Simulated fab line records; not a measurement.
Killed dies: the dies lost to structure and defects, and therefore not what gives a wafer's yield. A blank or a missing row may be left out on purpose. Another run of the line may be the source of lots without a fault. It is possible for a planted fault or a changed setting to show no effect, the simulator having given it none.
The tool behind it: which one? | flow n5Finfet | 30 wafers from 10 lots sampled at 6 of the route's 1938 steps

== WHAT EACH GAUGE READ, for each wafer ==
N5_BEOL_M2_THK_MEAS_53: measures by xrf. Usual: M2_THK 40.9 nm, standard deviation 1.4.
lot  | measured     | on           | M2_THK (nm)    | flag
L909 | day 7 08:04  | filmMetro-02 | 43.0 41.9 41.0 | 
L910 | day 7 11:03  | filmMetro-02 | 41.7 39.0 41.4 | 
L911 | day 7 14:47  | filmMetro-02 | 40.3 39.5 38.4 | 
L912 | day 7 23:51  | filmMetro-01 | 39.1 39.6 39.8 | 
L923 | day 10 19:17 | filmMetro-01 | 42.5 41.8 41.7 | 
L924 | day 10 23:26 | filmMetro-02 | 41.1 40.5 42.0 | 
L925 | day 11 14:41 | filmMetro-01 | 41.7 41.0 42.2 | 
L927 | day 11 21:52 | filmMetro-02 | 38.7 40.2 37.7 | 
L926 | day 12 03:34 | filmMetro-02 | 41.1 41.3 42.0 | 
L929 | day 12 15:05 | filmMetro-01 | 44.2 40.9 41.3 | 

N5_BEOL_M3_THK_MEAS_01. Usual: M3_ILD_THK 79.2 nm, standard deviation 1.1.
lot  | measured     | on           | M3_ILD_THK (nm)  | flag
L909 | day 7 08:41  | filmMetro-01 | 77.9 77.9 79.1   | 
L910 | day 7 11:26  | filmMetro-02 | 77.1 79.7 79.0   | 
L911 | day 7 15:11  | filmMetro-02 | 78.1 78.8 79.3   | 
L912 | day 8 00:14  | filmMetro-01 | 77.0 78.3 78.8   | 
L923 | day 10 19:44 | filmMetro-01 | 78.1 78.8 78.8   | 
L924 | day 10 23:50 | filmMetro-01 | 128.5 78.2 130.9 | OFF
L925 | day 11 15:07 | filmMetro-02 | 128.7 129.4 80.8 | OFF
L927 | day 11 22:19 | filmMetro-01 | 80.2 79.6 80.6   | 
L926 | day 12 03:59 | filmMetro-02 | 78.8 80.7 79.7   | 
L929 | day 12 15:28 | filmMetro-02 | 79.6 77.6 80.0   | 

N5_BEOL_M4_RC_MEAS_101. Usual: DIBL_N 36.2 mV/V, standard deviation 1.7; DIBL_P 36.2 mV/V, standard deviation 2.2; IOFF_N 0.16 nA/um, standard deviation 0.035; IOFF_P 0.21 nA/um, standard deviation 0.042; ION_N 673 uA/um, standard deviation 13; ION_P 462 uA/um, standard deviation 7.9; SS_N 71.4 mV/dec, standard deviation 0.59; SS_P 73.2 mV/dec, standard deviation 0.7; VT_N 250 mV, standard deviation 3.6; VT_P -251 mV, standard deviation 3.5.
lot  | measured     | on        | DIBL_N (mV/V)  | DIBL_P (mV/V)  | IOFF_N (nA/um) | IOFF_P (nA/um) | ION_N (uA/um) | ION_P (uA/um) | SS_N (mV/dec)  | SS_P (mV/dec)  | VT_N (mV)   | VT_P (mV)      | flag
L909 | day 8 05:29  | prober-01 | 33.7 35.4 35.9 | 35.2 37.1 37.6 | 0.14 0.16 0.18 | 0.21 0.23 0.23 | 667 674 682   | 469 473 473   | 70.5 71.1 71.9 | 72.9 73.2 74.0 | 252 250 248 | -250 -248 -250 | 
L910 | day 8 07:13  | prober-02 | 36.6 39.1 39.0 | 37.7 41.7 41.1 | 0.20 0.27 0.27 | 0.26 0.34 0.34 | 688 713 696   | 468 482 476   | 72.1 71.7 72.7 | 73.4 74.9 74.9 | 243 240 240 | -246 -244 -243 | 
L911 | day 8 10:10  | prober-02 | 35.5 34.1 36.4 | 34.9 33.8 35.9 | 0.14 0.12 0.17 | 0.19 0.18 0.21 | 667 673 689   | 464 467 467   | 70.9 70.8 71.2 | 73.4 72.8 72.6 | 251 250 247 | -251 -254 -250 | 
L912 | day 8 20:38  | prober-01 | 39.8 39.8 41.5 | 40.7 39.1 41.8 | 0.25 0.22 0.28 | 0.32 0.28 0.36 | 705 680 688   | 485 468 478   | 72.4 71.3 72.1 | 74.7 74.4 74.7 | 240 246 243 | -245 -248 -243 | 
L923 | day 11 13:39 | prober-02 | 34.7 32.8 34.0 | 33.5 31.6 32.5 | 0.11 0.10 0.11 | 0.16 0.13 0.15 | 652 648 664   | 449 441 447   | 70.9 70.4 70.9 | 72.8 72.4 72.4 | 255 258 254 | -254 -256 -256 | 
L924 | day 12 13:15 | prober-02 | 35.4           | 35.1           | 0.16           | 0.21           | 677           | 468           | 71.6           | 73.0           | 249         | -249           | 
L925 | day 12 17:44 | prober-02 | 32.2           | 30.7           | 0.09           | 0.13           | 648           | 446           | 70.4           | 72.3           | 258         | -258           | 
L927 | day 12 20:08 | prober-02 | 36.3 35.5 34.4 | 37.8 35.8 34.4 | 0.16 0.14 0.12 | 0.21 0.19 0.16 | 675 671 667   | 458 461 454   | 70.9 70.7 71.0 | 73.4 73.3 73.1 | 251 252 253 | -251 -251 -254 | 
L926 | day 12 23:57 | prober-01 | 35.2 37.4 36.4 | 34.0 36.2 34.2 | 0.13 0.18 0.15 | 0.18 0.22 0.19 | 668 685 661   | 460 467 455   | 71.4 71.3 70.8 | 72.7 72.8 73.1 | 250 245 249 | -253 -251 -252 | 
L929 | day 13 15:37 | prober-02 | 37.0 34.4 37.7 | 36.1 33.8 37.8 | 0.16 0.12 0.18 | 0.21 0.17 0.24 | 668 666 678   | 459 457 459   | 71.3 71.0 71.8 | 72.9 71.9 73.3 | 251 255 247 | -250 -253 -249 | 

== TOOL THAT RAN EACH LOT (tool first, then ch and the chambers of the sampled wafers, then the start) ==
lot  | N5_BEOL_M2_ANNEAL_87        | N5_BEOL_M2_ANNEAL_93        | N5_BEOL_M3_ILD_DEP_00
L909 | pvdSputter-02, day 7 06:01  | pvdSputter-02, day 7 06:40  | pecvd-02 ch 0,1,2, day 7 08:38
L910 | pvdSputter-03, day 7 09:14  | pvdSputter-03, day 7 09:54  | pecvd-03 ch 0,1, day 7 11:22
L911 | pvdSputter-02, day 7 12:43  | pvdSputter-02, day 7 13:22  | pecvd-02 ch 0,2, day 7 15:07
L912 | pvdSputter-03, day 7 21:08  | pvdSputter-03, day 7 22:42  | pecvd-03 ch 1,2, day 8 00:10
L923 | pvdSputter-02, day 10 17:29 | pvdSputter-02, day 10 18:08 | pecvd-02 ch 1,2, day 10 19:40
L924 | pvdSputter-01, day 10 21:30 | pvdSputter-01, day 10 22:10 | pecvd-03 ch 0,1,2, day 10 23:47
L925 | pvdSputter-02, day 11 07:35 | pvdSputter-02, day 11 13:26 | pecvd-03 ch 0,1,2, day 11 15:04
L927 | pvdSputter-03, day 11 20:03 | pvdSputter-03, day 11 20:43 | pecvd-04 ch 0,1,2, day 11 22:14
L926 | pvdSputter-02, day 12 01:46 | pvdSputter-02, day 12 02:25 | pecvd-04 ch 1, day 12 03:53
L929 | pvdSputter-01, day 12 13:16 | pvdSputter-01, day 12 13:56 | pecvd-04 ch 0,1,2, day 12 15:24
- N5_BEOL_M2_ANNEAL_87: time 240 s.
- N5_BEOL_M2_ANNEAL_93: time 240 s.
- N5_BEOL_M3_ILD_DEP_00: deposits SiOC from DEMS/O2, target thk 79 nm, time 15.3 s.

== WHAT THE TOOLS THEMSELVES READ (means of the sampled wafers that have a number; where no wafer has one, the mark that the record gives instead) ==
N5_BEOL_M2_ANNEAL_87. Usual: heaterPowerW 841 W, standard deviation 83; susceptorTempC 400.00 C, standard deviation 0.21.
lot  | tool          | heaterPowerW (W) | susceptorTempC (C) | flag
L909 | pvdSputter-02 | 840              | 400.15             | 
L910 | pvdSputter-03 | 943              | 400.19             | 
L911 | pvdSputter-02 | 814              | 399.80             | 
L912 | pvdSputter-03 | 861              | 399.92             | 
L923 | pvdSputter-02 | 823              | 400.02             | 
L924 | pvdSputter-01 | 766              | 400.27             | 
L925 | pvdSputter-02 | 842              | 400.17             | 
L927 | pvdSputter-03 | 889              | 399.98             | 
L926 | pvdSputter-02 | 796              | 400.07             | 
L929 | pvdSputter-01 | 823              | 399.99             | 

N5_BEOL_M2_ANNEAL_93. Usual: heaterPowerW 844 W, standard deviation 83; susceptorTempC 399.99 C, standard deviation 0.24.
lot  | tool          | heaterPowerW (W) | susceptorTempC (C) | flag
L909 | pvdSputter-02 | 856              | 400.05             | 
L910 | pvdSputter-03 | 938              | 400.09             | 
L911 | pvdSputter-02 | 827              | 400.08             | 
L912 | pvdSputter-03 | 872              | 399.95             | 
L923 | pvdSputter-02 | 819              | 400.13             | 
L924 | pvdSputter-01 | 769              | 400.12             | 
L925 | pvdSputter-02 | 852              | 399.87             | 
L927 | pvdSputter-03 | 905              | 400.12             | 
L926 | pvdSputter-02 | 793              | 399.86             | 
L929 | pvdSputter-01 | 838              | 399.95             | 

N5_BEOL_M3_ILD_DEP_00. Usual: heaterPowerW 497 W, standard deviation 110; showerheadPlenumPTorr 5.698 Torr, standard deviation 0.016; susceptorTempC 350.03 C, standard deviation 0.22; throttleValvePct 12.0 %, standard deviation 0.52.
lot  | tool     | heaterPowerW (W) | showerheadPlenumPTorr (Torr) | susceptorTempC (C) | throttleValvePct (%) | flag
L909 | pecvd-02 | 432              | 5.708                        | 350.08             | 11.8                 | 
L910 | pecvd-03 | 511              | 5.698                        | 350.14             | 12.5                 | 
L911 | pecvd-02 | 465              | 5.701                        | 349.91             | 11.6                 | 
L912 | pecvd-03 | 464              | 5.709                        | 349.91             | 12.4                 | 
L923 | pecvd-02 | 411              | 5.698                        | 349.86             | 12.0                 | 
L924 | pecvd-03 | 449              | 5.688                        | 349.92             | 12.2                 | 
L925 | pecvd-03 | 430              | 5.681                        | 350.12             | 12.3                 | 
L927 | pecvd-04 | 562              | 5.704                        | 349.90             | 11.8                 | 
L926 | pecvd-04 | 538              | 5.691                        | 349.90             | 12.6                 | 
L929 | pecvd-04 | 607              | 5.697                        | 349.92             | 11.7                 | 

== THE ANSWER, worked out from the rows above alone ==
Rule: lot off if the mean of its wafers having a number is beyond 3 standard deviations from the usual mean. Also off: a lot with no number at a reading for which 4 or more lots have one. Where the step has rows for the other lots, those lots are counted as sound. After the gauges, taken in route order, come the tools' own readings; for these a lot's mean is taken, as printed above. The first step at which some lot is off is used, and at that step the reading that is off furthest; a lot without a number counts as furthest.
Off: L924, L925, at N5_BEOL_M3_THK_MEAS_01 (M3_ILD_THK).
If a tool, at a process step before that reading, ran all the lots that are off and no sound lot after the first of them, it fits. Gauges at N5_BEOL_M3_THK_MEAS_01: tried the same way as those tools. One fits: pecvd-03 at N5_BEOL_M3_ILD_DEP_00. A fault onset in the window from L912 (day 8 00:10, its last sound lot) to L924 (day 10 23:47, its first lot off) fits.

== WHAT THE SIMULATOR PUT IN ==
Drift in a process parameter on pecvd-03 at N5_BEOL_M3_ILD_DEP_00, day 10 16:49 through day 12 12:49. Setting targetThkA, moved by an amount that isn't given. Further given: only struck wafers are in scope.
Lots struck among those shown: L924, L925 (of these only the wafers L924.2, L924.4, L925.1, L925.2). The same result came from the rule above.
